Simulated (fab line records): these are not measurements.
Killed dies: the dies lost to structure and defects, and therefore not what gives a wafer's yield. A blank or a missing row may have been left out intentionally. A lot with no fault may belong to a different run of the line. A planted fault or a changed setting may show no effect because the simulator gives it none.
A struck lot beside a sound one / flow n5-finfet / 16 steps out of a route of 1938
Sound: the wafers L837.2, L837.3, L837.5. Struck: wafer L833.3 (L833.2, L833.4, from the same lot, were not struck and are left out); the cause is given at the end.
At each step with rows: each side's tool, then ch and its chambers, then its first start. Under that, the readings that differ: sound wafers / struck wafers / difference of the means / sigmas: that difference in standard deviations of wafers without a fault.
alike: same words and numbers on both sides, and readings whose means sit less than 2 such deviations apart. not compared: any withheld reading, any reading some wafer has no value for, any bound like >300 that may hide the same value, and any number with overlapping values for which the record gives no deviation.
Wherever a step has rows on one side only, a row that says differs or no value, or a row with sigmas, the two part there. When numbers do not overlap yet have no deviation, they are printed without sigmas and do not part them. A reading that every wafer of one side lacks parts them only if that side has two wafers or more.

first, 8 steps without rows for these wafers: N5_HKMG_FIN_COAT_41 (time 60 s, resist thk 300 nm); N5_HKMG_FIN_COAT_42 (time 60 s, resist thk 35 nm); N5_HKMG_FIN_COAT_43 (resist thk 90 nm); N5_HKMG_FIN_EBR_45; N5_HKMG_FIN_SOFTBAKE_44 (time 60 s); N5_HKMG_FIN_EXPOSE_46 (exposes mask NDIPOLE); N5_HKMG_FIN_PEB_47 (peb time 60 s); N5_HKMG_FIN_DEVELOP_48 (develop time 30 s).
N5_HKMG_FIN_CD_MEAS_49: target cd 202 nm.
  sound on cd-sem-02 ch 0, day 8 20:14; struck on cd-sem-02 ch 0, day 7 20:23
  alike: cd-nm
N5_HKMG_FIN_OVL_MEAS_50:
  sound on overlay-01 ch 0, day 8 20:16; struck on overlay-02 ch 0, day 7 20:25
  alike: NDIPOLE_OVL
N5_HKMG_FIN_INSPECT_61: inspects for defects (macro).
  sound: defect-inspect-01 at day 8 20:17; struck: defect-inspect-02 at day 7 20:26
  alike: raw-defect-count
N5_HKMG_FIN_DESCUM_53: chemistry O2, time 7.9 s.
  sound on rie-diel-04 ch 2,3, day 8 20:25; struck on rie-diel-05 ch 0, day 7 20:29
reading=rf-vpp-V (V); sound=244.9 242.8 244.4; struck=239.6; difference=-4.4; sigmas=-4
reading=showerhead-plenum-p-Torr (Torr); sound=2.19 2.04 2.19; struck=2.01; difference=-0.13; sigmas=-2
  alike: drypump-motor-current-A, oes-product-au, throttle-valve-pct
  not compared: rf-hours-counter-h
N5_HKMG_FIN_ETCH_54: etches SiARC in CF4, target depth 45.5 nm, time 75.8 s.
  sound on rie-diel-04 ch 2,3, day 8 20:27; struck on rie-diel-05 ch 0, day 7 20:31
reading=etch-rf-on-time-s (s); sound=75.8 73.2 76.2; struck=92.4; difference=+17.3; sigmas=+7
reading=rf-vpp-V (V); sound=184.8 183.7 185.2; struck=182.1; difference=-2.5; sigmas=-2
  alike: drypump-motor-current-A, oes-product-au, showerhead-plenum-p-Torr, throttle-valve-pct
  not compared: rf-hours-counter-h
N5_HKMG_FIN_ETCH_55: etches SOC in N2/H2, target depth 240 nm, time 300 s.
  sound on rie-diel-04 ch 2,3, day 8 20:31; struck on rie-diel-05 ch 0, day 7 20:34
reading=showerhead-plenum-p-Torr (Torr); sound=2.65 2.48 2.65; struck=2.38; difference=-0.21; sigmas=-3
  alike: drypump-motor-current-A, oes-product-au, rf-vpp-V, throttle-valve-pct
  not compared: rf-hours-counter-h
-- a jump in the record: the struck wafers' starts before and after are 4 days apart (it breaks off in module HKMG_FIN and resumes in module BEOL_M4, where the first step shown is number 1111 of the route) --
N5_BEOL_M4_RC_MEAS_101:
  sound on prober-02 ch 0, day 13 00:25; struck on prober-01 ch 0, day 12 02:46
  alike: DIBL_N, DIBL_P, IOFF_N, IOFF_P, ION_N, ION_P, SS_N, SS_P, VT_N, VT_P
then, 1 step without rows for these wafers: N5_PASSIVATION_PROBE_49.

## WHERE THEY PART
First at N5_HKMG_FIN_DESCUM_53; last, within this record, at N5_HKMG_FIN_ETCH_55. Later steps at which nothing parts them and some readings are alike: N5_BEOL_M4_RC_MEAS_101.

WHY: the cause the simulator had injected
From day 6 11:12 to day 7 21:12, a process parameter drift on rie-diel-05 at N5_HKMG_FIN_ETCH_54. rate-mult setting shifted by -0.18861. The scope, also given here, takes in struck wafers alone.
